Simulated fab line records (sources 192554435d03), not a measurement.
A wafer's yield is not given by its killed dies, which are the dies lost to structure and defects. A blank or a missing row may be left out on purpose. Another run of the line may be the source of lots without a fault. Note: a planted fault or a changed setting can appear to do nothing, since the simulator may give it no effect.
Which tool is to blame?	flow n5Finfet	12 lots (36 wafers sampled), 1 step of a 1938-step route

== WHAT EACH GAUGE READ, for each wafer ==
N5_ZERO_LAYER_CD_MEAS_11: target cd 2000 nm.
lot	measured	on	cdNm (nm)
L075	day 1 18:38	cdSem-03	2001.9 2002.6 2000.4
L077	day 2 06:46	cdSem-02	2002.0 2001.2 1999.4
L079	day 2 18:54	cdSem-01	1998.3 2000.3 1999.1
L081	day 3 06:40	cdSem-01	1996.6 1995.8 1996.2
L083	day 3 18:38	cdSem-02	1999.8 2000.7 1999.1
L085	day 4 06:38	cdSem-01	2001.5 1999.5 2000.3
L087	day 4 18:39	cdSem-03	2002.2 2003.1 2000.7
L089	day 5 06:38	cdSem-02	2002.5 2001.6 2003.1
L091	day 5 18:38	cdSem-01	2001.4 2000.2 1996.3
L093	day 6 06:38	cdSem-02	1999.9 2000.1 2000.4
L095	day 6 18:39	cdSem-02	1999.8 2000.8 1996.9
L097	day 7 06:44	cdSem-02	2002.5 2000.9 2001.4

== WHICH TOOL RAN EACH LOT (tool, then ch and the chambers of the sampled wafers, then the start) ==
No process step before these readings appears in the record.

== THE ANSWER, worked out from the rows above alone ==
Rule: usual is defined by the lots themselves. The widest of any qualifying gaps counts: lots, ordered by their means at a reading, are off when they make up no more than a third of the lots, leave a main group of 4 or more, and stand apart from it by 3 or more times the standard deviation of that group's means. The tables above print the reading to a certain number of digits; a main group whose means all agree to those digits is not used. A lot without any number at a reading at which 4 lots or more have one is off too. Where the step has rows for the other lots, those lots are counted as sound.
Nothing can be told from this: no lot is off at any reading shown.

== WHAT WAS PUT IN BY THE SIMULATOR ==
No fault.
